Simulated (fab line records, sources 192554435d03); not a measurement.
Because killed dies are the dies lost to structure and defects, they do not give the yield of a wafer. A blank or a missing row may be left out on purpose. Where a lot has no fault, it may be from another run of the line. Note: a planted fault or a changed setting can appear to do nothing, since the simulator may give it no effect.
fab line records | flow n5Finfet
[record] lots = 4 | wafers = 12 | lastDay = 16
route steps=1938 shown PMOS_HMC_CHANNEL_EPI@83 FIN_SAQP@90 FIN_CUT@174 STI_FIN_REVEAL@197 BEOL_M4@1111 PASSIVATION@1936
lots that met no fault: from a run of the same line without faults
startH: start of the lot's first displayed wafer, in hours after the record's first day | waitH: hours from the lot's prior step to this one | " identical to the entry in the row above | L1.1+2: a single row standing in for several wafers | - value missing, or start not given | * or withheld: withheld | < > ~ a bound
route shown NAME@n: NAME is a module with steps in the file, n the number in the route of the first one | usual: mean and standard deviation over wafers with no fault | same: alike in all rows | chamber/n: place in a boat | sites: per-site readings | _std_site: the standard deviation of these | _edge_site: the outer-site mean with the inner-site mean subtracted | radiusMm: for every site, how far away it sits from the centre of the wafer | mask NAME#n: copy n | behind: the tool/chamber that last shaped the wafer | hold: why the lot was held/for how many hours/how that ended | device: which transistor (n, p or np) failed to switch | end of line: at the end of the route, the tests of the same wafers | where a step has no rows: the recipe by itself | killed: not the wafer's yield, but the dies lost to structure and defects at the first sort | map: per-die view of a wafer (x killed, . not killed, _ where there is no die)
set.NAME: the setting that was run; set.NAME@STEP: the one run at that earlier step | model.NAME: the simulator's own value behind a step, which no gauge read
a table for each step, a row for each wafer; lots at some steps of the route
services: from which hour (startH, from the record's first day; less than 0 if before it) a tool's chamber was out of use, for how many hours, and why
[[steps]]
[step N5_PMOS_HMC_CHANNEL_EPI_PRECLEAN_40]
[recipe] chemistry = DHF | timeS = 30 | tempC = 25 | dilution = withheld
[step N5_PMOS_HMC_CHANNEL_EPI_PRECLEAN_37]
[recipe] chemistry = O3/DIW | timeS = 45 | tempC = 22 | o3Ppm = 10
[step N5_PMOS_HMC_CHANNEL_EPI_PRECLEAN_24]
[recipe] chemistry = DHF | timeS = 30 | tempC = 25 | dilution = withheld
[step N5_PMOS_HMC_CHANNEL_EPI_SRD_25]
[recipe] dry = ipaMarangoni | doPpb = 5 | timeS = 30 | tempC = 23 | rinseLiquid = diw
[step N5_PMOS_HMC_CHANNEL_EPI_EPI_26]
[recipe] material = Si | targetThkA = 38 | tempC = 650 | precursor = SiH4/H2 | pressureTorr = 20 | timeS = 22.7
[step N5_FIN_SAQP_PRECLEAN_42]
[recipe] chemistry = O3/DIW | timeS = 60 | tempC = 22 | o3Ppm = 10
[step N5_FIN_SAQP_PRECLEAN_00]
[recipe] chemistry = SC1 | timeS = 60 | tempC = 55 | mix = 1:2:50
[step N5_FIN_SAQP_PRECLEAN_44]
[recipe] chemistry = SC2 | timeS = 45 | tempC = 35 | mix = 1:1:50
[step N5_FIN_SAQP_SRD_01]
[recipe] dry = ipaMarangoni | timeS = 30 | tempC = 23 | rinseLiquid = diw
[step N5_FIN_SAQP_ALD_61]
[recipe] material = SiO2 | targetThkA = 40 | tempC = 300 | aldPrecursorFamily = BDEAS | aldCoReactant = O2-plasma | pulseTimeS = 1 | purgeTimeS = 2 | coReactantPurgeTimeS = 2 | aldCycles = 43 | pressureTorr = 2
[usual] heaterPowerW = 456/36 | precursorPulseHeightRel = 1.003/0.019 | susceptorTempC = 299.99/0.19
lot.wafer | tool      | chamber | startH | waitH | heaterPowerW | precursorPulseHeightRel | susceptorTempC | model.SiO2_of_FIN_SAQP_ALD_61.thkNm
L267.2    | aldSin-02 | 3       | 33.28  | 0.0   | 433          | 1.010                   | 299.98         | 3.99
L267.3    | "         | 2       | "      | "     | 495          | 1.028                   | 300.01         | 4.002
L267.5    | "         | 2       | "      | "     | 506          | 1.007                   | 300.08         | 4.036
L277.1    | aldSin-02 | 3       | 92.68  | 0.0   | 336          | 1.002                   | 269.24         | 4.436
L277.2    | "         | 2       | "      | "     | 392          | 0.990                   | 268.81         | 4.471
L277.5    | "         | 1       | "      | "     | 390          | 1.052                   | 269.06         | 4.445
L278.2    | aldSin-02 | 0       | 99.23  | 0.9   | 359          | 0.998                   | 269.16         | 4.422
L278.3    | "         | 2       | "      | "     | 390          | 1.004                   | 269.23         | 4.427
L278.5    | "         | 1       | "      | "     | 380          | 1.010                   | 268.72         | 4.416
L283.1    | aldSin-01 | 0       | 128.79 | 0.3   | 460          | 1.026                   | 300.16         | 3.997
L283.3    | "         | 1       | "      | "     | 397          | 1.024                   | 300.08         | 3.961
L283.6    | "         | 2       | "      | "     | 490          | 1.030                   | 300.04         | 4.003
[step N5_FIN_SAQP_DENSIFY_62]
[recipe] tempC = 700 | timeS = 60 | ambient = N2 | idleTempC = 600 | rampUpCPerS = 150 | rampDownCPerS = 60 | coolToC = 600
[step N5_FIN_SAQP_HM_DEP_03]
[recipe] material = SiNx | targetThkA = 380 | tempC = 400 | precursor = SiH4/NH3/N2 | pressureTorr = 1.5 | rfW = 300 | timeS = 33.6
[step N5_FIN_SAQP_PECVD_47]
[recipe] material = a-Si | targetThkA = 450 | tempC = 400 | precursor = SiH4/He | pressureTorr = 3 | rfW = 100 | timeS = 36.3
[step N5_FIN_SAQP_PECVD_48]
[recipe] material = SiNx | targetThkA = 250 | tempC = 400 | precursor = SiH4/NH3/N2 | pressureTorr = 1.5 | rfW = 300 | timeS = 22.1
[step N5_FIN_SAQP_PECVD_06]
[recipe] material = a-Si | targetThkA = 600 | tempC = 400 | precursor = SiH4/He | pressureTorr = 3 | rfW = 100 | timeS = 48.1
[step N5_FIN_SAQP_HM_DEP_72]
[recipe] material = SiO2 | targetThkA = 120 | tempC = 400 | precursor = SiH4/N2O | pressureTorr = 0.75 | rfW = 275 | timeS = 7.2
[step N5_FIN_SAQP_COAT_49]
[recipe] resist = SOC | tempC = 250 | timeS = 60 | spinRpm = 1500 | resistThkNm = 100
[step N5_FIN_SAQP_COAT_50]
[recipe] resist = SiARC | tempC = 220 | timeS = 60 | spinRpm = 1500 | resistThkNm = 35
[step N5_FIN_SAQP_COAT_10]
[recipe] resist = CAR-ArF | spinRpm = 1500 | resistThkNm = 90
[step N5_FIN_SAQP_EBR_12]
[recipe] solvent = PGMEA | ebrWidthMm = 1.5
[step N5_FIN_SAQP_SOFTBAKE_11]
[recipe] tempC = 110 | timeS = 60 | resist = CAR-ArF
[step N5_FIN_SAQP_EXPOSE_13]
[recipe] maskId = FIN_CORE | na = 1.35 | sourceShape = dipole | sigmaInner = 0.538 | sigmaOuter = 0.738 | polarization = te | targetCdNm = 35.6 | doseMj = 63.25
[step N5_FIN_SAQP_PEB_14]
[recipe] pebTempC = withheld | pebTimeS = 60 | resist = CAR-ArF
[step N5_FIN_SAQP_DEVELOP_15]
[recipe] developTimeS = 30 | developer = TMAH | resist = CAR-ArF | devTempC = 23 | rinseLiquid = diw | dry = airSpin
[step N5_FIN_SAQP_DESCUM_21]
[recipe] chemistry = O2 | timeS = 7.9 | sourcePowerW = 50 | biasPowerW = 20 | pressureMtorr = 20 | rfFrequencyHz = 2.712e+07 | tempC = 40 | resist = CAR-ArF | o2FlowSccm = 225
[step N5_FIN_SAQP_ETCH_51]
[recipe] chemistry = CF4 | target = SiARC | targetDepthA = 455 | maskMaterial = CAR-ArF | timeS = 75.8 | ionEnergyEv = 80 | pressureMtorr = 40 | sourceW = 545 | biasW = 36 | Ar_flow_sccm = 100 | cf4FlowSccm = 100 | ends = cleared
[step N5_FIN_SAQP_ETCH_52]
[recipe] chemistry = N2/H2 | target = SOC | targetDepthA = 1000 | overetchA = 200 | maskMaterial = SiARC | tempC = 40 | timeS = 150 | ionEnergyEv = 200 | pressureMtorr = 30 | sourceW = 840 | biasW = 150 | n2FlowSccm = 200 | h2FlowSccm = 200 | ends = endPoint
[step N5_FIN_SAQP_STRIP_53]
[recipe] chemistry = N2/H2 | tempC = 40 | n2FlowSccm = 200 | h2FlowSccm = 200 | rfFrequencyHz = 6e+07
[step N5_FIN_SAQP_HM_OPEN_73]
[recipe] chemistry = CHF3/O2 | target = SiO2 | stopOn = a-Si | targetDepthA = 120 | overEtchFrac = 1.8 | maskMaterial = SOC | timeS = 16.8 | pressureMtorr = 30 | sourceW = 650 | biasW = 170 | Ar_flow_sccm = 200 | CHF3_flow_sccm = 50 | O2_flow_sccm = 5 | ionEnergyEv = 200 | ends = endPoint
[step N5_FIN_SAQP_STRIP_74]
[recipe] chemistry = CHF3/O2 | resist = SiARC | rfFrequencyHz = 6e+07
[step N5_FIN_SAQP_MANDREL_ETCH_22]
[recipe] targetDepthA = 600 | chemistry = HBr/Cl2 | target = a-Si | stopOn = SiNx | btTimeS = 10 | overEtchFrac = 0.5 | timeS = 30 | pressureMtorr = 10 | icpW = 800 | biasW = 75 | HBr_flow_sccm = 150 | Cl2_flow_sccm = 80 | ends = endPoint
[step N5_FIN_SAQP_STRIP_55]
[recipe] chemistry = N2/H2 | powerW = 500 | tempC = 40 | pressureMtorr = 50 | rfFrequencyHz = 6e+07 | overashFraction = 0.3 | biasPowerW = 28 | h2Frac = 0.5 | n2FlowSccm = 300 | h2FlowSccm = 300
[step N5_FIN_SAQP_STRIP_23]
[recipe] chemistry = SPM | timeS = 750 | tempC = 130 | h2so4H2o2VolRatio = 4
[step N5_FIN_SAQP_SRD_66]
[recipe] dry = ipaMarangoni | timeS = 30 | tempC = 23 | rinseLiquid = diw
[step N5_FIN_CUT_CUT_ETCH_27]
[recipe] chemistry = CHF3/O2 | target = SiO2 | targetDepthA = 40 | maskMaterial = SOC | overetchA = 20 | timeS = 4.9 | pressureMtorr = 30 | sourceW = 650 | biasW = 170 | Ar_flow_sccm = 200 | CHF3_flow_sccm = 50 | O2_flow_sccm = 5 | ionEnergyEv = 200
[usual] drypumpMotorCurrentA = 5.8/0.37 | oes_f_703_au = 0.82/0.074 | oesProductAu = 0.64/0.064 | rfVppV = 517/13 | showerheadPlenumPTorr = 2.40/0.097 | throttleValvePct = 18.74/0.22
lot.wafer | tool       | chamber | startH | waitH | drypumpMotorCurrentA | oes_f_703_au | oesProductAu | rfHoursCounterH | rfVppV | showerheadPlenumPTorr | throttleValvePct | model.etch.depthNm
L267.2    | rieDiel-02 | 2       | 40.35  | 0.0   | 5.7                  | 0.89         | 0.72         | 21              | 528    | 2.56                  | 18.82            | 3.99
L267.3    | "          | 0       | "      | "     | 5.3                  | 0.83         | 0.63         | 108             | 498    | 2.40                  | 18.63            | 4.002
L267.5    | "          | 3       | "      | "     | 6.2                  | 0.89         | 0.71         | -               | 530    | 2.38                  | 18.64            | 4.036
L277.1    | rieDiel-05 | 1       | 102.29 | 0.0   | 5.4                  | 0.76         | 0.60         | 183             | 511    | 2.31                  | 19.29            | 4.436
L277.2    | "          | 0       | "      | "     | 5.5                  | 0.96         | 0.76         | 35              | 522    | 2.37                  | 18.42            | 4.471
L277.5    | "          | 1       | "      | "     | 5.4                  | 0.77         | 0.60         | -               | 510    | 2.31                  | 19.28            | 4.445
L278.2    | rieDiel-02 | 1       | 106.99 | 0.0   | 6.0                  | 0.77         | 0.60         | 176             | 509    | 2.28                  | 18.70            | 4.422
L278.3    | "          | 3       | "      | "     | 6.2                  | 0.86         | 0.71         | 54              | 528    | 2.37                  | 18.68            | 4.427
L278.5    | "          | 3       | "      | "     | 6.2                  | 0.86         | 0.71         | -               | 527    | 2.37                  | 18.68            | 4.416
L283.1    | rieDiel-02 | 0       | 135.25 | 0.0   | 5.2                  | 0.80         | 0.60         | 139             | 497    | 2.39                  | 18.67            | 3.997
L283.3    | "          | 1       | "      | "     | 6.0                  | 0.77         | 0.55         | 184             | 508    | 2.28                  | 18.72            | 3.961
L283.6    | "          | 3       | "      | "     | 6.2                  | 0.85         | 0.67         | -               | 528    | 2.37                  | 18.70            | 4.003
[step N5_STI_FIN_REVEAL_STRIP_16]
[recipe] chemistry = H3PO4 | material = SiNx | tempC = 165 | targetDepthA = 238 | overetchFraction = 0.4964 | dry = ipaMarangoni
lot.wafer  | tool        | chamber | startH | waitH | model.SiO2_of_FIN_SAQP_ALD_61.thkNm
L267.2+3+5 | wetBench-03 | 0,2,7   | 48.52  | 1.1   | 3.8
L277.1+2+5 | wetBench-03 | 7,1,5   | 111.47 | 1.1   | 4.2
L278.2+3+5 | wetBench-02 | 3,1,2   | 115.19 | 1.1   | 4.2
L283.1+6   | wetBench-05 | 6,0     | 143.27 | 1.1   | 3.8
L283.3     | "           | 2       | "      | "     | 3.6
[step N5_BEOL_M4_RC_MEAS_101]
[usual] DIBL_N = 36.2/2 | DIBL_P = 36.1/2.4 | IOFF_N = 0.16/0.035 | IOFF_P = 0.22/0.041 | ION_N = 675/14 | ION_P = 465/8.6 | SS_N = 71.5/0.64 | SS_P = 73.2/0.76 | VT_N = 250/3.9 | VT_P = -249/3.4
lot.wafer | tool      | chamber | startH | waitH | DIBL_N[mV/V] | DIBL_P[mV/V] | IOFF_N[nA/um] | IOFF_P[nA/um] | ION_N[uA/um] | ION_P[uA/um] | SS_N[mV/dec] | SS_P[mV/dec] | VT_N[mV] | VT_P[mV]
L267.2    | prober-01 | 0       | 177.95 | 0.2   | 33.5         | 32.0         | 0.10          | 0.15          | 654          | 452          | 71.6         | 71.9         | 254      | -254
L267.3    | "         | 0       | "      | "     | 34.2         | 34.2         | 0.11          | 0.18          | 668          | 461          | 71.5         | 72.1         | 252      | -251
L267.5    | "         | 0       | "      | "     | 34.3         | 34.5         | 0.12          | 0.18          | 679          | 461          | 71.5         | 71.9         | 252      | -251
L278.2    | prober-01 | 0       | 256.02 | 0.2   | 36.8         | 37.7         | 0.16          | 0.23          | 687          | 467          | 72.1         | 73.8         | 248      | -248
L278.3    | "         | 0       | "      | "     | 40.6         | 41.0         | 0.24          | 0.29          | 693          | 469          | 72.9         | 73.8         | 243      | -247
L278.5    | "         | 0       | "      | "     | 39.8         | 40.7         | 0.21          | 0.27          | 682          | 468          | 72.6         | 74.4         | 248      | -247
L277.1    | prober-02 | 0       | 256.48 | 0.0   | 35.1         | 37.2         | 0.15          | 0.26          | 678          | 483          | 71.3         | 73.0         | 252      | -242
L277.2    | "         | 0       | "      | "     | 36.7         | 38.3         | 0.19          | 0.28          | 698          | 484          | 72.2         | 73.4         | 247      | -244
L277.5    | "         | 0       | "      | "     | 33.9         | 35.8         | 0.14          | 0.23          | 685          | 479          | 70.9         | 72.3         | 251      | -248
L283.1    | prober-01 | 0       | 272.10 | 0.0   | 37.8         | 38.8         | 0.19          | 0.21          | 702          | 466          | 72.2         | 73.8         | 248      | -250
L283.3    | "         | 0       | "      | "     | 34.4         | 37.1         | 0.13          | 0.19          | 667          | 464          | 71.2         | 73.7         | 253      | -252
L283.6    | "         | 0       | "      | "     | 36.9         | 39.0         | 0.17          | 0.21          | 683          | 467          | 71.8         | 73.8         | 250      | -253
[step N5_PASSIVATION_PROBE_49]
[usual] defectLimitedYield = 91.1/1.4 | killed_at_M0_to_M3 = 36/9.9 | killed_at_M4_up = 13/5.8 | killedAtContacts = 14/5.9 | killedAtFrontEnd = 39/11 | killedAtOther = 3.4/2.9 | killedDies = 105/17 | killedOpen = 70/13 | killedShort = 34/7.3 | sort_bin_5_function = 5.3/1 | sort_bin_6_memory = 3.3/0.62 | sort_bin_8_speed = 0.01/0.057 | sortNPass = 1075/17 | sortYieldPct = 91.1/1.4
[same] grossDies = 1180 | killedAtBackSide = 0 | sort_bin_4_leakage[%] = 0
lot.wafer | tool      | chamber | startH | waitH | defectLimitedYield[%] | killed_at_M0_to_M3 | killed_at_M4_up | killedAtContacts | killedAtFrontEnd | killedAtOther | killedDies | killedOpen | killedShort | sort_bin_5_function[%] | sort_bin_6_memory[%] | sort_bin_8_speed[%] | sortNPass | sortYieldPct[%]
L278.2    | prober-02 | -       | 353.28 | 0.1   | 90.0                  | 55                 | 5               | 17               | 38               | 3             | 118        | 78         | 38          | 5.5                    | 4.3                  | 0                   | 1062      | 90.0
L278.3    | prober-02 | -       | 353.33 | 0.2   | 90.2                  | 46                 | 17              | 16               | 37               | 0             | 116        | 79         | 36          | 6.5                    | 3.0                  | 0                   | 1064      | 90.2
L278.5    | prober-02 | -       | 353.43 | 0.3   | 90.4                  | 38                 | 17              | 23               | 34               | 1             | 113        | 70         | 41          | 5.4                    | 4.1                  | 0                   | 1067      | 90.4
L283.1    | prober-01 | -       | 390.65 | 0.0   | 92.5                  | 38                 | 9               | 3                | 37               | 2             | 89         | 53         | 34          | 4.6                    | 2.6                  | 0                   | 1091      | 92.5
L283.3    | prober-01 | -       | 390.75 | 0.1   | 91.0                  | 31                 | 15              | 8                | 51               | 1             | 106        | 62         | 43          | 5.7                    | 2.8                  | 0                   | 1074      | 91.0
L283.6    | prober-01 | -       | 390.90 | 0.3   | 90.2                  | 32                 | 13              | 11               | 59               | 1             | 116        | 75         | 41          | 5.6                    | 3.6                  | 0                   | 1064      | 90.2
// killed by level:class
L278.2 BEOL_M3:geometricParticle:open=13 FIN_SAQP:geometricParticle:open=11 BEOL_M1:geometricParticle:open=11 FIN_SAQP:geometricParticle:short=10 MOL_CONTACT_COAG:geometricParticle:open=10 MOL_CONTACT_COAG:geometricParticle:short=7 BEOL_M0_SAQP:geometricParticle:open=7 BEOL_M0_SAQP:geometricParticle:short=7
L278.3 MOL_CONTACT_COAG:geometricParticle:open=14 BEOL_M0_SAQP:geometricParticle:open=13 FIN_SAQP:geometricParticle:open=10 BEOL_M0_SAQP:geometricParticle:short=7 BEOL_M2:geometricParticle:open=6 BEOL_M3:geometricParticle:open=6 FIN_SAQP:geometricParticle:short=5 STI_FIN_REVEAL:geometricParticle:open=5
L278.5 MOL_CONTACT_COAG:geometricParticle:open=16 BEOL_M0_SAQP:geometricParticle:short=11 FIN_SAQP:geometricParticle:open=9 MOL_CONTACT_COAG:geometricParticle:short=7 BEOL_M0:geometricParticle:open=7 BEOL_M1:geometricParticle:open=6 FIN_SAQP:geometricParticle:short=5 BEOL_M2:geometricParticle:open=5
L283.1 BEOL_M0_SAQP:geometricParticle:open=13 FIN_SAQP:geometricParticle:short=9 DUMMY_GATE:geometricParticle:open=7 BEOL_M1:geometricParticle:open=7 BEOL_M0_SAQP:geometricParticle:short=6 FIN_SAQP:geometricParticle:open=5 STI_FIN_REVEAL:geometricParticle:open=5 BEOL_M2:geometricParticle:open=5
L283.3 FIN_SAQP:geometricParticle:short=14 STI_FIN_REVEAL:geometricParticle:open=10 MOL_CONTACT_COAG:geometricParticle:open=8 BEOL_M0_SAQP:geometricParticle:short=8 DUMMY_GATE:geometricParticle:open=6 BEOL_M1:geometricParticle:open=6 FIN_SAQP:geometricParticle:open=5 GATE_CUT:geometricParticle:short=5
L283.6 STI_FIN_REVEAL:geometricParticle:open=13 BEOL_M1:geometricParticle:open=10 FIN_SAQP:geometricParticle:short=8 MOL_CONTACT_COAG:geometricParticle:open=8 FIN_SAQP:geometricParticle:open=7 GATE_CUT:geometricParticle:open=7 BEOL_M0_SAQP:geometricParticle:open=7 GATE_CUT:geometricParticle:short=5
[[services]]
tool        | chamber | startH | hours | kind
wetBench-03 | -       | 16.29  | 4.0   | repair
rieDiel-05  | 0       | 37.71  | 7.3   | repair
rieDiel-05  | 1       | 39.67  | 8.3   | repair
aldSin-01   | -       | 45.06  | 2.3   | repair
aldSin-02   | 1       | 54.86  | 2.9   | repair
aldSin-02   | -       | 68.05  | 1.0   | repair
aldSin-02   | -       | 69.68  | 6.1   | pm
rieDiel-02  | 3       | 92.77  | 4.0   | repair
wetBench-05 | -       | 110.16 | 1.9   | pm
rieDiel-05  | 1       | 130.42 | 3.7   | repair
[[key]]
[firstSign] step = N5_FIN_SAQP_ALD_61 | reading = susceptorTempC | direction = down | sigmas = 99+ | usual = * | struck = *
[effect] step = N5_FIN_SAQP_ALD_61 | reading = heaterPowerW | direction = down | sigmas = 2.3 | usual = * | struck = *
[modelEffect] step = N5_FIN_SAQP_ALD_61 | value = SiO2_of_FIN_SAQP_ALD_61.thkNm | without = 3.983 | struck = 4.436
[modelEffect] step = N5_FIN_CUT_CUT_ETCH_27 | value = etch.depthNm | without = 3.983 | struck = 4.436
[modelEffect] step = N5_STI_FIN_REVEAL_STRIP_16 | value = SiO2_of_FIN_SAQP_ALD_61.thkNm | without = 3.8 | struck = 4.2
metAt N5_FIN_SAQP_ALD_61
struckWafers L277.1,L277.2,L277.5,L278.2,L278.3,L278.5
onsetBetween 33.28 92.68
[fault] kind = processParameterDrift | tool = aldSin-02 | chamber = - | onsetH = 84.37 | steps = N5_FIN_SAQP_ALD_61 | channel = tempC | offset = * | shape = step | endH = 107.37 | actsIn = * | stated = *
